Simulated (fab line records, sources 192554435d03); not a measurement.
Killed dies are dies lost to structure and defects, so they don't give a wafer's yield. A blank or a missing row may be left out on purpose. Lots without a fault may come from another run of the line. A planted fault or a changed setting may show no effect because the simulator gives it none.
fab line records | flow n5_finfet | part 2 of 2: steps 5 to 6 of 6
record lots=20 wafers=60 last_day=19
route steps=1938 shown FIN_SAQP@100 FIN_CUT@168
lots that met no fault: from a run of the same line without faults
start_h: hours from the record's first day to the start of the lot's first wafer shown | wait_h: hours since the lot's step before | " the same as in the row above | L1.1+2: a row that stands for several wafers | - no value, or no start given | * or withheld: withheld | < > ~ a bound
route shown NAME@n: a module of which the file shows steps, and the number in the route of the first | usual: mean/standard deviation of fault-free wafers | same: alike in all rows | chamber/n: place in a boat | sites: the reading at each site | _std_site: their standard deviation | _edge_site: outer sites' mean less inner sites' | radius_mm: how far each site lies from the wafer's centre | mask NAME#n: copy n | behind: the tool/chamber that last shaped the wafer | hold: why the lot was held/for how many hours/how that ended | device: the transistor (n, p or np) that didn't switch | end of line: the same wafers' tests at the end of the route | a step without rows: its recipe alone | killed: dies lost to structure and defects at the first sort, not the wafer's yield | map: a wafer's dies, x killed, . not, _ none there
set.NAME: the setting as run; set.NAME@STEP: as run at that earlier step | model.NAME: the simulator's own value behind a step, which no gauge read
steps of the route over a sample of lots; a table a step, a row a wafer
services: from which hour (start_h, from the record's first day; less than 0 if before it) a tool's chamber was out of use, for how many hours, and why
## steps
# step N5_FIN_CUT_ETCH_20
# recipe chemistry=CF4 target=SiARC target_depth_a=260 mask_material=CAR-EUV time_s=43.3 ion_energy_ev=80 pressure_mtorr=40 source_w=545 bias_w=36 Ar_flow_sccm=100 cf4_flow_sccm=100 ends=cleared
# usual drypump_motor_current_A=5.7/0.62 etch_rf_on_time_s=43.2/0.59 oes_product_au=0.68/0.069 rf_vpp_V=184.1/1.2 showerhead_plenum_p_Torr=2.15/0.066 throttle_valve_pct=15.59/0.18
# columns lot.wafer tool chamber start_h wait_h drypump_motor_current_A etch_rf_on_time_s oes_product_au rf_hours_counter_h rf_vpp_V showerhead_plenum_p_Torr throttle_valve_pct
L074.2 rie_diel-01 0 26.55 0.0 5.4 43.7 0.78 17 183.9 2.19 15.34
L074.3 " 3 " " 5.4 44.1 0.60 209 185.5 2.13 15.60
L074.5 " 2 " " 4.9 43.0 0.69 - 185.3 2.08 15.54
L076.1 rie_diel-01 0 40.86 0.0 5.5 42.9 0.78 23 184.0 2.19 15.35
L076.2 " 2 " " 4.9 42.7 0.69 101 183.0 2.08 15.56
L076.5 " 3 " " 5.4 43.8 0.60 - 183.1 2.13 15.61
L077.2 rie_diel-06 3 45.77 0.0 5.1 44.0 0.64 159 183.3 2.05 15.87
L077.4 " 1 " " 4.9 43.7 0.65 160 184.4 2.14 15.59
L077.6 " 2 " " 6.6 43.1 0.61 - 184.3 2.20 15.98
L078.2 rie_diel-04 1 52.53 0.0 5.9 42.2 0.69 102 185.9 2.25 15.61
L078.3 " 3 " " 5.9 43.7 0.58 244 187.0 2.19 15.78
L078.5 " 2 " " 6.2 43.6 0.69 - 182.5 2.09 15.68
L079.1 rie_diel-01 3 58.91 0.0 5.4 44.7 0.59 219 183.8 2.12 15.60
L079.2 " 1 " " 6.7 42.9 0.76 35 183.2 2.18 15.39
L079.4 " 0 " " 5.4 43.6 0.77 28 185.4 2.19 15.37
L080.3 rie_diel-01 3 63.43 0.0 5.4 43.9 0.60 221 183.8 2.12 15.60
L080.5 " 3 " " 5.4 43.7 0.60 - 183.9 2.12 15.62
L080.6 " 2 " " 4.8 42.9 0.68 - 182.9 2.08 15.55
L081.2 rie_diel-04 3 68.81 0.0 5.9 44.4 0.58 249 183.9 2.19 15.79
L081.3 " 2 " " 6.2 43.5 0.68 94 183.5 2.09 15.68
L081.5 " 0 " " 5.4 44.3 0.59 - 181.7 2.03 15.78
L082.1 rie_diel-04 2 74.56 0.0 6.2 43.5 0.68 95 183.0 2.09 15.70
L082.3 " 1 " " 5.9 42.4 0.68 108 186.0 2.24 15.61
L082.4 " 1 " " 5.9 42.2 0.69 - 186.7 2.24 15.61
L084.2 rie_diel-06 3 86.69 0.0 5.1 44.1 0.62 175 183.1 2.05 15.91
L084.4 " 2 " " 6.6 43.4 0.60 - 183.6 2.20 16.02
L084.6 " 3 " " 5.1 44.0 0.63 - 183.1 2.05 15.90
L086.1 rie_diel-01 1 100.42 0.0 6.8 43.4 0.73 49 185.9 2.18 15.40
L086.3 " 2 " " 4.9 43.2 0.67 119 183.8 2.07 15.59
L086.4 " 3 " " 5.4 44.0 0.59 233 183.2 2.12 15.65
L087.1 rie_diel-01 2 107.60 0.0 4.9 43.1 0.68 122 183.2 2.07 15.59
L087.2 " 0 " " 5.4 43.2 0.74 44 185.5 2.18 15.40
L087.5 " 2 " " 4.9 42.7 0.67 - 183.0 2.07 15.58
L089.2 rie_diel-04 2 119.56 0.0 6.2 43.6 0.67 112 183.2 2.08 15.72
L089.3 " 1 " " 5.9 42.1 0.67 125 183.8 2.24 15.64
L089.4 " 2 " " 6.2 43.7 0.67 - 183.3 2.08 15.72
L090.1 rie_diel-01 2 122.74 0.0 4.9 43.3 0.66 126 183.5 2.07 15.60
L090.3 " 1 " " 6.7 43.7 0.72 56 184.8 2.17 15.44
L090.6 " 1 " " 6.8 43.3 0.72 - 184.1 2.17 15.42
L091.2 rie_diel-04 2 128.95 0.0 6.2 43.1 0.67 117 182.6 2.08 15.75
L091.5 " 1 " " 5.9 42.0 0.67 - 186.8 2.24 15.67
L091.6 " 2 " " 6.2 43.1 0.67 - 183.7 2.08 15.73
L092.1 rie_diel-04 3 134.90 0.0 5.9 42.5 0.79 17 184.0 2.19 15.35
L092.5 " 3 " " 5.8 43.0 0.79 - 185.5 2.19 15.34
L092.6 " 2 " " 6.2 43.4 0.67 - 182.7 2.08 15.73
L093.2 rie_diel-04 3 141.88 0.0 5.9 43.2 0.79 19 184.1 2.19 15.36
L093.4 " 0 " " 5.4 42.7 0.85 4 184.8 2.28 15.30
L093.6 " 3 " " 5.8 42.9 0.79 - 184.5 2.19 15.36
L094.2 rie_diel-01 0 147.64 0.0 5.4 43.4 0.73 56 184.6 2.18 15.42
L094.5 " 2 " " 4.9 42.6 0.67 - 183.4 2.07 15.61
L094.6 " 1 " " 6.7 43.1 0.72 - 184.7 2.17 15.45
L095.2 rie_diel-01 1 153.42 0.0 6.8 42.3 0.72 67 185.6 2.17 15.44
L095.5 " 2 " " 4.9 43.0 0.66 - 182.3 2.07 15.60
L095.6 " 0 " " 5.5 42.8 0.73 - 183.3 2.18 15.44
L096.1 rie_diel-01 0 159.58 0.0 5.4 42.9 0.74 61 183.2 2.18 15.43
L096.3 " 2 " " 4.9 42.6 0.66 134 183.5 2.07 15.60
L096.4 " 0 " " 5.4 43.0 0.72 - 184.9 2.18 15.44
L097.2 rie_diel-04 2 164.72 0.0 6.2 43.7 0.65 128 183.3 2.08 15.76
L097.3 " 1 " " 5.9 42.4 0.66 142 184.4 2.23 15.70
L097.5 " 0 " " 5.3 43.6 0.82 - 183.0 2.27 15.33
# step N5_FIN_CUT_CUT_ETCH_26
# recipe chemistry=CH3F/O2 target=SiNx target_depth_a=390 mask_material=SOC time_s=55.7 pressure_mtorr=30 source_w=395 bias_w=73 Ar_flow_sccm=150 CH3F_flow_sccm=30 O2_flow_sccm=20 ion_energy_ev=120
# usual CH3F_flow_sccm=30.01/0.092 drypump_motor_current_A=5.7/0.62 oes_product_au=0.80/0.081 rf_vpp_V=298.1/2.9 showerhead_plenum_p_Torr=2.01/0.065 throttle_valve_pct=16.35/0.18
# columns lot.wafer tool chamber start_h wait_h CH3F_flow_sccm drypump_motor_current_A oes_product_au rf_hours_counter_h rf_vpp_V showerhead_plenum_p_Torr throttle_valve_pct
L074.2 rie_diel-01 0 26.93 0.0 29.95 5.5 0.91 17 296.9 2.05 16.11
L074.3 " 3 " " 29.79 5.4 0.70 209 297.6 1.99 16.34
L074.5 " 2 " " 30.05 4.9 0.80 - 299.8 1.94 16.31
L076.1 rie_diel-01 0 41.25 0.0 29.97 5.5 0.91 23 295.9 2.05 16.10
L076.2 " 2 " " 30.14 4.9 0.81 101 299.6 1.94 16.32
L076.5 " 3 " " 29.92 5.4 0.70 - 297.2 1.99 16.34
L077.2 rie_diel-06 3 46.16 0.0 29.93 5.1 0.75 159 298.0 1.91 16.66
L077.4 " 1 " " 29.95 5.0 0.77 160 303.2 2.00 16.35
L077.6 " 2 " " 30.00 6.6 0.71 - 303.1 2.06 16.73
L078.2 rie_diel-04 1 52.91 0.0 30.08 5.9 0.81 102 299.2 2.11 16.37
L078.3 " 3 " " 30.06 5.8 0.69 244 300.0 2.05 16.50
L078.5 " 2 " " 30.05 6.2 0.81 - 299.7 1.95 16.43
L079.1 rie_diel-01 3 59.29 0.0 30.09 5.4 0.70 219 297.1 1.98 16.35
L079.2 " 1 " " 29.90 6.7 0.87 35 292.4 2.04 16.17
L079.4 " 0 " " 29.99 5.4 0.89 28 295.3 2.04 16.11
L080.3 rie_diel-01 3 63.82 0.0 30.05 5.4 0.70 221 297.2 1.98 16.36
L080.5 " 3 " " 30.03 5.4 0.69 - 296.4 1.98 16.35
L080.6 " 2 " " 30.03 4.9 0.80 - 300.0 1.94 16.34
L081.2 rie_diel-04 3 69.19 0.0 29.99 5.9 0.67 249 300.8 2.05 16.51
L081.3 " 2 " " 30.01 6.2 0.81 94 299.5 1.95 16.45
L081.5 " 0 " " 30.10 5.3 0.70 - 295.2 1.89 16.52
L082.1 rie_diel-04 2 74.94 0.0 29.87 6.2 0.81 96 300.3 1.95 16.43
L082.3 " 1 " " 29.96 5.9 0.81 109 299.3 2.10 16.39
L082.4 " 1 " " 29.84 5.9 0.80 - 299.6 2.10 16.38
L084.2 rie_diel-06 3 87.07 0.0 30.18 5.1 0.73 176 299.0 1.91 16.67
L084.4 " 2 " " 29.94 6.6 0.70 - 302.3 2.05 16.76
L084.6 " 3 " " 30.19 5.1 0.74 - 297.9 1.91 16.67
L086.1 rie_diel-01 1 100.80 0.0 30.04 6.7 0.86 49 292.1 2.04 16.19
L086.3 " 2 " " 30.02 4.9 0.79 119 298.5 1.94 16.35
L086.4 " 3 " " 30.12 5.4 0.69 233 297.2 1.98 16.37
L087.1 rie_diel-01 2 107.98 0.0 30.10 4.9 0.78 122 300.1 1.94 16.37
L087.2 " 0 " " 30.11 5.4 0.87 44 294.7 2.04 16.15
L087.5 " 2 " " 30.12 4.9 0.79 - 300.3 1.94 16.38
L089.2 rie_diel-04 2 119.94 0.0 29.98 6.2 0.79 112 301.6 1.94 16.44
L089.3 " 1 " " 29.89 5.9 0.79 125 300.3 2.10 16.43
L089.4 " 2 " " 30.05 6.2 0.78 - 300.8 1.94 16.45
L090.1 rie_diel-01 2 123.13 0.0 29.91 4.9 0.79 127 298.3 1.93 16.36
L090.3 " 1 " " 29.89 6.8 0.85 57 292.1 2.03 16.21
L090.6 " 1 " " 29.86 6.7 0.84 - 293.8 2.03 16.20
L091.2 rie_diel-04 2 129.33 0.0 30.10 6.2 0.78 117 300.3 1.94 16.49
L091.5 " 1 " " 30.01 5.9 0.79 - 299.7 2.10 16.43
L091.6 " 2 " " 30.04 6.2 0.78 - 301.1 1.94 16.49
L092.1 rie_diel-04 3 135.29 0.0 30.05 5.9 0.93 18 300.0 2.04 16.08
L092.5 " 3 " " 29.92 5.9 0.93 - 300.0 2.04 16.08
L092.6 " 2 " " 29.91 6.2 0.77 - 300.0 1.94 16.49
L093.2 rie_diel-04 3 142.26 0.0 29.96 5.8 0.92 19 298.8 2.04 16.09
L093.4 " 0 " " 30.02 5.3 0.99 4 300.5 2.14 16.08
L093.6 " 3 " " 29.94 5.9 0.93 - 301.7 2.04 16.10
L094.2 rie_diel-01 0 148.03 0.0 29.90 5.4 0.85 56 295.7 2.03 16.17
L094.5 " 2 " " 29.87 4.8 0.78 - 297.5 1.93 16.38
L094.6 " 1 " " 29.83 6.7 0.84 - 292.9 2.03 16.22
L095.2 rie_diel-01 1 153.80 0.0 30.23 6.7 0.83 68 292.5 2.03 16.23
L095.5 " 2 " " 30.07 4.8 0.77 - 299.7 1.93 16.37
L095.6 " 0 " " 29.93 5.4 0.84 - 294.2 2.03 16.19
L096.1 rie_diel-01 0 159.96 0.0 29.93 5.4 0.84 62 294.3 2.03 16.17
L096.3 " 2 " " 29.96 4.9 0.77 135 299.1 1.93 16.38
L096.4 " 0 " " 30.06 5.4 0.85 - 295.7 2.03 16.19
L097.2 rie_diel-04 2 165.11 0.0 30.01 6.2 0.78 128 300.6 1.93 16.50
L097.3 " 1 " " 29.97 5.9 0.78 142 300.2 2.09 16.45
L097.5 " 0 " " 30.10 5.4 0.96 - 299.7 2.13 16.08
## services
# columns tool chamber start_h hours kind
pecvd-03 - 2.32 0.2 repair
rie_diel-06 2 4.97 11.8 repair
pecvd-01 - 16.94 6.0 pm
pecvd-03 - 20.03 5.5 pm
rie_diel-03 0 22.63 6.3 repair
pecvd-04 - 26.44 1.1 repair
rie_diel-01 1 27.37 13.8 repair
rie_diel-03 - 31.94 14.6 pm
pecvd-01 2 36.73 17.1 repair
rie_diel-04 1 46.04 2.6 repair
rie_diel-03 1 48.64 15.8 repair
rie_diel-06 2 57.16 4.2 repair
rie_diel-01 0 66.08 1.5 repair
rie_diel-06 - 92.89 0.4 repair
pecvd-03 - 98.90 2.8 pm
rie_diel-03 - 99.11 2.8 pm
rie_diel-06 2 114.51 5.9 repair
rie_diel-06 - 116.53 12.6 repair
rie_diel-02 3 127.94 2.0 repair
rie_diel-01 3 152.84 - clean
rie_diel-01 3 152.84 - consumable_replace:focus_ring
rie_diel-01 3 152.84 19.1 scheduled_down
rie_diel-01 3 152.84 19.1 vent_cycle
pecvd-03 - 154.73 0.5 repair
